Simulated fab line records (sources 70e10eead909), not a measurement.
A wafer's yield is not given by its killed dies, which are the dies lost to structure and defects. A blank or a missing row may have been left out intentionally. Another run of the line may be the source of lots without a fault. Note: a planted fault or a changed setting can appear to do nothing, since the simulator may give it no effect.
Matching of chambers -- flow nand_harc -- NHARC_P_BONDPAD_ETCH_37 on rie_diel-06: 4 sister chambers
The step etches the open film in N2/H2, target depth 60 nm, overetch 18 nm, time 65.91 s. 27 wafers are shown with their chamber, then 12 later ones without.

EACH WAFER AND ITS CHAMBER
wafer,chamber,showerhead_plenum_p_Torr (Torr),drypump_motor_current_A (A),rf_vpp_V (V)
L075.1,3,1.93,5.9,427.0
L075.2,2,2.02,6.6,430.5
L075.4,1,2.15,5.9,434.8
L079.2,1,2.15,5.9,433.6
L079.4,3,1.92,5.9,426.9
L079.6,0,1.98,6.1,428.7
L080.3,0,1.98,6.1,430.9
L080.5,2,2.02,6.6,429.1
L080.6,1,2.15,5.9,434.2
L081.4,1,2.15,5.9,432.3
L081.5,1,2.15,5.9,432.8
L081.6,0,1.98,6.1,428.9
L082.2,2,2.01,6.6,429.5
L082.4,1,2.15,5.9,433.3
L082.5,1,2.15,5.9,433.7
L083.2,0,1.98,6.0,427.9
L083.4,1,2.15,5.9,433.1
L083.6,3,1.92,5.9,427.4
L085.3,0,1.98,6.0,429.3
L085.4,2,2.01,6.6,429.5
L085.6,0,1.98,6.1,428.9
L086.1,2,2.01,6.6,430.0
L086.2,1,2.15,5.9,433.1
L086.6,1,2.15,5.9,433.6
L087.2,1,2.15,5.9,433.0
L087.3,0,1.98,6.1,429.0
L087.6,1,2.15,5.9,433.5

SIGNATURES (means of the wafers above)
reading,chamber 0,chamber 1,chamber 2,chamber 3,scatter within a chamber
showerhead_plenum_p_Torr,1.9800,2.1500,2.0140,1.9233,0.00285
drypump_motor_current_A,6.071,5.900,6.600,5.900,0.0249
rf_vpp_V,429.086,433.417,429.720,427.100,0.691
Rule: for each reading, subtract the chamber's mean from the wafer's reading, divide by that reading's scatter and square the result; add these up over the readings and take the root, which gives the wafer's distance from the chamber. If the next closest chamber is less than 2 further off than the closest, the wafer can't be placed; otherwise it belongs to the closest. The scatter is the square root of a quotient: the sum, over the shown wafers, of each reading's squared deviation from its chamber's mean, divided by wafers minus chambers.

WAFERS WHOSE CHAMBER IS MISSING
wafer,showerhead_plenum_p_Torr (Torr),drypump_motor_current_A (A),rf_vpp_V (V)
L088.2,2.01,6.6,430.3
L088.4,2.15,5.9,433.2
L088.5,1.98,6.0,429.2
L089.3,1.98,6.1,427.9
L089.4,2.15,5.9,433.8
L089.5,2.15,5.9,433.2
L093.1,2.15,5.9,433.8
L093.2,1.98,6.1,428.6
L093.4,2.01,6.6,430.3
L096.4,1.98,6.1,427.4
L096.5,1.92,5.9,427.9
L096.6,1.98,6.1,429.2

EACH ONE'S CHAMBER
wafer,from the rows above,in truth
L088.2,2,2
L088.4,1,1
L088.5,0,0
L089.3,0,0
L089.4,1,1
L089.5,1,1
L093.1,1,1
L093.2,0,0
L093.4,2,2
L096.4,0,0
L096.5,3,3
L096.6,0,0
Correct placement for 12 of the 12. Not placeable from these rows: 0. Number placed wrongly: 0.
